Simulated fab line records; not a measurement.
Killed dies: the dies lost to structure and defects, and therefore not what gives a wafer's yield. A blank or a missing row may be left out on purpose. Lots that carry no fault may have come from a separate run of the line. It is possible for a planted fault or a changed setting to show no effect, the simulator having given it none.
Problem report, 8D (eight disciplines) form, completed by code :: flow n5 finfet :: the parts of the form that need people (team, actions taken, sign-off) are left out

## 1. PROBLEM STATEMENT
rf fwd power W at N5_HKMG_FIN_ETCH_32 reads a mean of 1040.5 W on 2 wafers of 2 lots; wafers without a fault read 837.8 W with a standard deviation of 2.6. That is +78 standard deviations from the usual mean.
The step: etches SOC in N2/H2, target depth 240 nm, time 300 s.
Seen first at day 6 07:17 on rie diel-01, wafer L761.4. The record holds 30 wafers of 10 lots with a number at this step. The rule behind "out" and "out of limits": a value lying over 4 standard deviations away from the usual mean. The other wafers with a number count as sound.

## 2. WHAT IT IS, WHAT IT ISN'T
question: which readings at this step
is: rf fwd power W, rf vpp V
is not: drypump motor current A, oes product au, showerhead plenum p Torr, throttle valve pct

question: which lots
is: L761, L762
is not: L753, L754, L755, L769, L770, L773, L775, L776

question: which wafers of those lots
is: L761.4, L762.1
is not: L761.2, L761.6, L762.2, L762.3

question: read on which tools
is: rie diel-01
is not: rie diel-05, rie diel-06

question: when
is: from day 6 07:17
is not: up to then (11 sound wafers); but 17 sound wafers of L762, L769, L770, L773, L775, L776 came after

## 3. WHAT RULES OUT EACH SUSPECT
Counting: any tool at a process step up to the reading remains a suspect provided it ran every lot that is out. Sound lots after the first of them don't rule it out here, since some wafers of a struck lot are sound.
- ald metal-04 at N5_HKMG_FIN_PWFM_ALD_03 (deposits TiN, target thk 2 nm, pulse time 1 s, purge time 3 s): kept. It ran every lot that is out, first L761 (day 6 06:16).
- rie diel-01 at N5_HKMG_FIN_ETCH_32 (etches SOC in N2/H2, target depth 240 nm, time 300 s): kept. It processed each lot that is out (first: L761, day 6 07:17); up to then, its last sound lot is L755 (day 4 15:19). Its own rf fwd power W, rf vpp V readings are out on those wafers.
- At N5_HKMG_FIN_ETCH_32, inside rie diel-01: chamber 0 took the wafers that are out, while their sound lot-mates went through chambers 1, 2, 3.
The count leaves rie diel-01 at N5_HKMG_FIN_ETCH_32 and ald metal-04 at N5_HKMG_FIN_PWFM_ALD_03.

## 4. THE CAUSE (what the simulator had put in)
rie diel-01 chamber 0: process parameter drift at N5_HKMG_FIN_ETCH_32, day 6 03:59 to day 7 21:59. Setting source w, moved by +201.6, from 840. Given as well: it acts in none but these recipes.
Of the 2 suspects that counting leaves, this tool is one.

## 5. SEQUENCE OF EFFECTS, ordered by route
One row per reading whose mean, taken over the struck wafers that have a number, lies over 3 standard deviations from the usual. Only readings for which the record gives a usual standard deviation are gone through. hours: the time from each lot's start at the first step in this table that gives one to its start at this step, as a median over the lots. sigmas: the change in usual standard deviations.
hours: 0
step: N5_HKMG_FIN_ETCH_32
reading: rf fwd power W
usual: 837.8 W
on struck wafers: 1040.5
change: +202.7
sigmas: +78

hours: 0
step: N5_HKMG_FIN_ETCH_32
reading: rf vpp V
usual: 524.3 V
on struck wafers: 487.5
change: -36.8
sigmas: -15
It contains these process steps:
- N5_HKMG_FIN_ETCH_32: etches SOC in N2/H2, target depth 240 nm, time 300 s.
Later steps that measure or inspect, where all struck wafers having a row at the step show a number for every such reading and not one has moved that far: N5_BEOL_M4_RC_MEAS_101.

## 6. WHAT WOULD HAVE CAUGHT IT SOONER
In this record no reading fell out of limits until day 6 07:17, 3 hours after the fault had begun at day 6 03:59.
